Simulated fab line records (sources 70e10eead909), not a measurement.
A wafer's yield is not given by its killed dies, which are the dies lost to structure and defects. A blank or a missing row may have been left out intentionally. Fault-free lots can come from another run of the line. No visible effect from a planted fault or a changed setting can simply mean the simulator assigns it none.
Chamber matching | flow nand_harc | cmp-01 running NHARC_A_BLC_CMP_25: 4 sister chambers
The step polishes, t overpolish 30 s, target thk 150 nm. 22 wafers are shown with their chamber, then 11 later ones without.

== EACH WAFER AND ITS CHAMBER ==
wafer  | chamber | motor_current_A (A) | time_to_endpoint_s (s) | overpolish_run_s (s)
L076.2 | 0       | 9.6                 | 34                     | 29.996
L076.3 | 3       | 12.9                | 36                     | 29.997
L076.6 | 2       | 10.9                | 33                     | 30.000
L078.3 | 3       | 13.3                | 35                     | 30.006
L078.4 | 0       | 10.8                | 34                     | 29.993
L078.6 | 1       | 13.4                | 30                     | 29.994
L082.2 | 0       | 10.4                | 32                     | 30.006
L082.4 | 2       | 10.8                | 33                     | 29.999
L082.5 | 0       | 10.9                | 35                     | 30.004
L085.3 | 2       | 11.2                | 31                     | 29.999
L085.5 | 3       | 12.5                | 33                     | 30.004
L085.6 | 0       | 10.7                | 32                     | 30.004
L087.1 | 3       | 12.9                | 34                     | 30.003
L087.4 | 0       | 9.9                 | 36                     | 30.019
L087.6 | 3       | 13.0                | 36                     | 30.000
L089.4 | 0       | 10.6                | 33                     | 29.999
L089.5 | 2       | 10.3                | 27                     | 30.008
L089.6 | 1       | 13.2                | 25                     | 30.003
L090.3 | 3       | 13.2                | 38                     | 30.010
L090.4 | 1       | 14.0                | 26                     | 30.009
L090.5 | 1       | 14.1                | 29                     | 30.000
L091.3 | 1       | 14.6                | 29                     | 30.013

SIGNATURES (averages over the wafers above)
reading            | chamber 0 | chamber 1 | chamber 2 | chamber 3 | scatter within a chamber
motor_current_A    | 10.414    | 13.860    | 10.800    | 12.967    | 0.442
time_to_endpoint_s | 33.71     | 27.80     | 31.00     | 35.33     | 1.99
overpolish_run_s   | 30.00300  | 30.00380  | 30.00150  | 30.00333  | 0.00673
Rule: a wafer lies at a distance from a chamber equal to the root of the sum of squares, over the readings, of (its reading less the chamber's mean, divided by the reading's scatter). The wafer belongs to the nearest chamber; if the next one is less than 2 further off, it can't be placed. The scatter: take each reading less its chamber's mean, square it, sum over the shown wafers, divide by the number of wafers less the number of chambers, and take the root.

== WAFERS MISSING THEIR CHAMBER ==
wafer  | motor_current_A (A) | time_to_endpoint_s (s) | overpolish_run_s (s)
L091.4 | 12.6                | 37                     | 30.002
L091.5 | 10.4                | 34                     | 30.001
L094.1 | 14.3                | 31                     | 29.996
L094.3 | 12.5                | 36                     | 29.999
L094.4 | 10.4                | 35                     | 29.999
L096.1 | 13.7                | 31                     | 30.017
L096.2 | 12.8                | 39                     | 29.996
L096.4 | 10.7                | 39                     | 29.991
L096.3 | 10.7                | 36                     | 30.005
L096.5 | 10.9                | 34                     | 29.998
L096.6 | 14.0                | 32                     | 30.000

== WHICH CHAMBER EACH WENT THROUGH ==
wafer  | from the rows above     | in truth
L091.4 | 3                       | 3
L091.5 | can't be placed: 0 or 2 | 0
L094.1 | can't be placed: 1 or 3 | 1
L094.3 | 3                       | 3
L094.4 | can't be placed: 0 or 2 | 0
L096.1 | can't be placed: 1 or 3 | 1
L096.2 | 3                       | 3
L096.4 | can't be placed: 0 or 2 | 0
L096.3 | can't be placed: 0 or 2 | 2
L096.5 | can't be placed: 0 or 2 | 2
L096.6 | can't be placed: 1 or 3 | 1
Correct placement for 3 of the 11. Can't be placed from these rows: 8 (the true chamber is among the candidates in 8). Number placed wrongly: 0.
